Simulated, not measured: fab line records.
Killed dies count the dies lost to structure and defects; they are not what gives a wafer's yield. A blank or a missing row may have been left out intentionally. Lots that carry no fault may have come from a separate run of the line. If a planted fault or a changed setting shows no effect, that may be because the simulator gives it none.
What tool caused it?	flow nand harc	Sampling: 11 lots, 33 wafers, 6 of 1302 route steps

WHAT THE GAUGES READ, wafer by wafer
NHARC_A_CHANNEL_HOLE_D1_INSPECT_40.
lot	measured	on	raw defect count
L188	day 9 21:11	defect inspect-02	92 90 109
L189	day 10 04:10	defect inspect-01	84 55 47
L190	day 10 06:32	defect inspect-01	107 93 92
L191	day 10 16:18	defect inspect-01	70 118 61
L193	day 12 06:35	defect inspect-01	47 53 50
L196	day 12 21:30	defect inspect-01	43 49 43
L197	day 13 08:16	defect inspect-02	67 67 58
L203	day 15 17:47	defect inspect-02	75 676 71
L202	day 15 20:02	defect inspect-02	568 43 53
L206	day 17 02:20	defect inspect-02	74 53 79
L208	day 18 00:04	defect inspect-02	77 82 69

NHARC_END_SORT_01.
lot	measured	on	killed at array	killed at other	killed at periphery	killed dies	killed open	killed short
L188	day 24 15:41	prober-02	93 78 93	0 0 0	2 1 2	95 79 95	8 0 1	2 1 3
L189	day 26 03:56	prober-01	26 39 20	1 2 1	11 3 3	38 44 24	4 4 5	1 3 2
L190	day 26 12:32	prober-01	60 59 84	0 2 2	5 2 3	65 63 89	4 2 3	3 1 2
L191	day 26 04:43	prober-02	28 28 25	1 0 2	2 2 1	31 30 28	3 4 1	4 4 1
L193	day 27 20:37	prober-02	34 24 33	3 0 0	4 7 4	41 31 37	3 2 4	1 0 2
L196	day 28 10:42	prober-01	52 46 66	2 1 2	4 3 1	58 50 69	5 3 2	1 3 5
L197	day 29 04:56	prober-02	28 27 19	6 3 5	1 1 4	35 31 28	3 2 3	0 4 5
L203	day 30 13:52	prober-01	49 126 39	0 0 0	2 3 3	51 129 42	1 4 5	2 2 2
L202	day 30 23:15	prober-02	129 42 41	2 1 2	6 6 3	137 49 46	3 0 2	1 2 3
L206	day 32 02:09	prober-01	52 73 64	1 0 0	3 1 1	56 74 65	3 4 3	1 3 0
L208	day 33 04:29	prober-01	58 68 64	0 0 1	3 2 6	61 70 71	2 3 5	3 5 4

WHICH TOOL RAN EACH LOT (tool, then ch and the chambers of the sampled wafers, then the start)
lot	NHARC_A_CHANNEL_HOLE_D1_ETCH_34	NHARC_A_CHANNEL_HOLE_D1_ETCH_16	NHARC_A_CHANNEL_HOLE_D1_STRIP_43	NHARC_A_CHANNEL_FILL_D1_ALD_16
L188	rie diel-10 ch 1,2,3, day 9 20:10 or earlier	rie diel-10 ch 2,3, day 9 20:10 or earlier	rie diel-10 ch 0,3, day 9 20:10	ald hk-03 ch 0,2, day 10 09:35
L189	rie diel-02 ch 0,3, day 10 03:08 or earlier	rie diel-02 ch 0,3, day 10 03:08 or earlier	rie diel-10 ch 1,2,3, day 10 03:08	ald hk-01 ch 0,1,3, day 10 16:48
L190	rie diel-09 ch 0,1, day 10 05:31 or earlier	rie diel-09 ch 1,2, day 10 05:31 or earlier	rie diel-10 ch 0,2,3, day 10 05:31	ald hk-01 ch 1,2, day 10 16:55
L191	rie diel-10 ch 0,1,3, day 10 15:15 or earlier	rie diel-10 ch 1,2,3, day 10 15:15 or earlier	rie diel-02 ch 1,2,3, day 10 15:15	ald hk-01 ch 2,3, day 11 04:52
L193	rie diel-10 ch 0,1,2, day 12 05:34 or earlier	rie diel-10 ch 0,2,3, day 12 05:34 or earlier	rie diel-10 ch 0,1,3, day 12 05:34	ald hk-02 ch 0,1,2, day 12 17:55
L196	rie diel-10 ch 0,1, day 12 20:27 or earlier	rie diel-10 ch 0,1,3, day 12 20:27 or earlier	rie diel-10 ch 0,1,3, day 12 20:27	ald hk-03 ch 0,1, day 13 09:52
L197	rie diel-02 ch 1,2,3, day 13 07:13 or earlier	rie diel-02 ch 0,1, day 13 07:13 or earlier	rie diel-10 ch 0,2, day 13 07:13	ald hk-03 ch 0,2,3, day 13 22:38
L203	rie diel-09 ch 2,3, day 15 16:44 or earlier	rie diel-09 ch 0,1,2, day 15 16:44 or earlier	rie diel-10 ch 0,1,3, day 15 16:44	ald hk-02 ch 0,1,2, day 16 06:58
L202	rie diel-09 ch 0,3, day 15 18:58 or earlier	rie diel-09 ch 1,2,3, day 15 18:58 or earlier	rie diel-10 ch 0,1,3, day 15 18:58	ald hk-02 ch 1,2, day 16 07:05
L206	rie diel-02 ch 1,2, day 17 01:12 or earlier	rie diel-02 ch 0,1,2, day 17 01:12 or earlier	rie diel-02 ch 0,1,2, day 17 01:12	ald hk-02 ch 1,3, day 17 14:53
L208	rie diel-10 ch 1,2, day 17 23:01 or earlier	rie diel-10 ch 0,3, day 17 23:01 or earlier	rie diel-02 ch 0,2,3, day 17 23:01	ald hk-01 ch 0,1, day 18 10:37
- NHARC_A_CHANNEL_HOLE_D1_ETCH_34: etches the open film in CF4/CHF3, target depth 154 nm, time 77 s.
- NHARC_A_CHANNEL_HOLE_D1_ETCH_16: etches the open film in O2/COS, target depth 3100 nm, time 806 s.
- NHARC_A_CHANNEL_HOLE_D1_STRIP_43: strips in O2/COS.
- NHARC_A_CHANNEL_FILL_D1_ALD_16: deposits SiO2, target thk 1.5 nm, pulse time 10 s, ald cycles 15.

WHAT THE TOOLS THEMSELVES READ (means of the sampled wafers that have a number; where no wafer has one, the mark that the record gives instead)
NHARC_A_CHANNEL_HOLE_D1_ETCH_34.
lot	tool	cf4 flow sccm (sccm)	drypump motor current A (A)	oes product au (a.u.)	rf vpp V (V)	showerhead plenum p Torr (Torr)	throttle valve pct (%)
L188	rie diel-10	99.9	5.6	0.925	368.8	1.52	16.810
L189	rie diel-02	99.8	5.8	0.927	370.7	1.55	16.798
L190	rie diel-09	100.0	5.9	0.951	371.6	1.61	16.801
L191	rie diel-10	100.3	6.0	0.925	369.8	1.55	16.801
L193	rie diel-10	100.4	5.6	0.966	369.5	1.54	16.812
L196	rie diel-10	100.2	5.8	0.936	369.8	1.55	16.806
L197	rie diel-02	100.1	5.6	0.926	369.2	1.53	16.809
L203	rie diel-09	100.1	5.8	0.981	371.2	1.59	16.815
L202	rie diel-09	99.8	5.7	0.956	368.1	1.52	16.798
L206	rie diel-02	100.3	5.9	0.982	369.8	1.56	16.797
L208	rie diel-10	99.8	5.2	0.927	368.2	1.51	16.806

NHARC_A_CHANNEL_HOLE_D1_ETCH_16.
lot	tool	drypump motor current A (A)	oes product au (a.u.)	rf vpp V (V)	showerhead plenum p Torr (Torr)	throttle valve pct (%)
L188	rie diel-10	5.4	0.995	312.8	3.01	28.333
L189	rie diel-02	5.5	1.017	312.3	3.03	28.338
L190	rie diel-09	5.9	0.999	315.7	3.26	28.334
L191	rie diel-10	5.7	0.999	312.7	3.02	28.336
L193	rie diel-10	5.8	1.004	313.1	3.06	28.335
L196	rie diel-10	6.0	0.995	313.3	3.07	28.323
L197	rie diel-02	6.1	1.000	313.9	3.14	28.340
L203	rie diel-09	5.7	1.000	314.8	3.19	28.327
L202	rie diel-09	5.9	1.006	314.8	3.15	28.341
L206	rie diel-02	5.9	1.003	314.2	3.07	28.333
L208	rie diel-10	6.3	0.998	313.0	3.07	28.339

NHARC_A_CHANNEL_FILL_D1_ALD_16.
lot	tool	heater power outer w (W)	heater power w (W)	precursor pulse height rel
L188	ald hk-03	251	451	1.002
L189	ald hk-01	247	434	1.002
L190	ald hk-01	244	410	1.006
L191	ald hk-01	257	428	0.997
L193	ald hk-02	258	463	0.988
L196	ald hk-03	246	453	1.000
L197	ald hk-03	250	436	0.987
L203	ald hk-02	262	475	1.036
L202	ald hk-02	255	484	0.993
L206	ald hk-02	266	488	0.998
L208	ald hk-01	231	415	0.995

THE ANSWER, worked out from the rows above alone
Rule: the lots themselves supply what counts as usual. The widest of any qualifying gaps counts: lots, ordered by their means at a reading, are off when they make up no more than a third of the lots, leave a main group of 4 or more, and stand apart from it by 3 or more times the standard deviation of that group's means. A main group is skipped when, at the precision printed for the reading in the tables above, its means are all equal. A lot without any number at a reading at which 4 lots or more have one is off too. Any other lot the step has rows for is counted as sound. First the gauges in route order, then the tools' own readings, where a lot's mean is used as printed above. The first step at which some lot is off is used, and at that step the reading that is off furthest; a lot without a number counts as furthest.
Off, at NHARC_A_CHANNEL_HOLE_D1_INSPECT_40 on raw defect count: L203, L202. The main group has a mean of 71 with a standard deviation of 18.
A tool fits if, at a process step before that reading, it ran every lot that is off, and no sound lot after the first of them. Gauges at NHARC_A_CHANNEL_HOLE_D1_INSPECT_40: tried the same way as those tools. NHARC_A_CHANNEL_HOLE_D1_ETCH_34 gives no start for some lots, so the hours and the order of its lots are those of NHARC_A_CHANNEL_HOLE_D1_STRIP_43. NHARC_A_CHANNEL_HOLE_D1_ETCH_16 gives no start for some lots, so the hours and the order of its lots are those of NHARC_A_CHANNEL_HOLE_D1_STRIP_43. 2 tools fit, rie diel-09 at NHARC_A_CHANNEL_HOLE_D1_ETCH_34 and NHARC_A_CHANNEL_HOLE_D1_ETCH_16 and rie diel-10 at NHARC_A_CHANNEL_HOLE_D1_STRIP_43, so this cannot tell which one it is.

WHAT THE SIMULATOR HAD PUT IN
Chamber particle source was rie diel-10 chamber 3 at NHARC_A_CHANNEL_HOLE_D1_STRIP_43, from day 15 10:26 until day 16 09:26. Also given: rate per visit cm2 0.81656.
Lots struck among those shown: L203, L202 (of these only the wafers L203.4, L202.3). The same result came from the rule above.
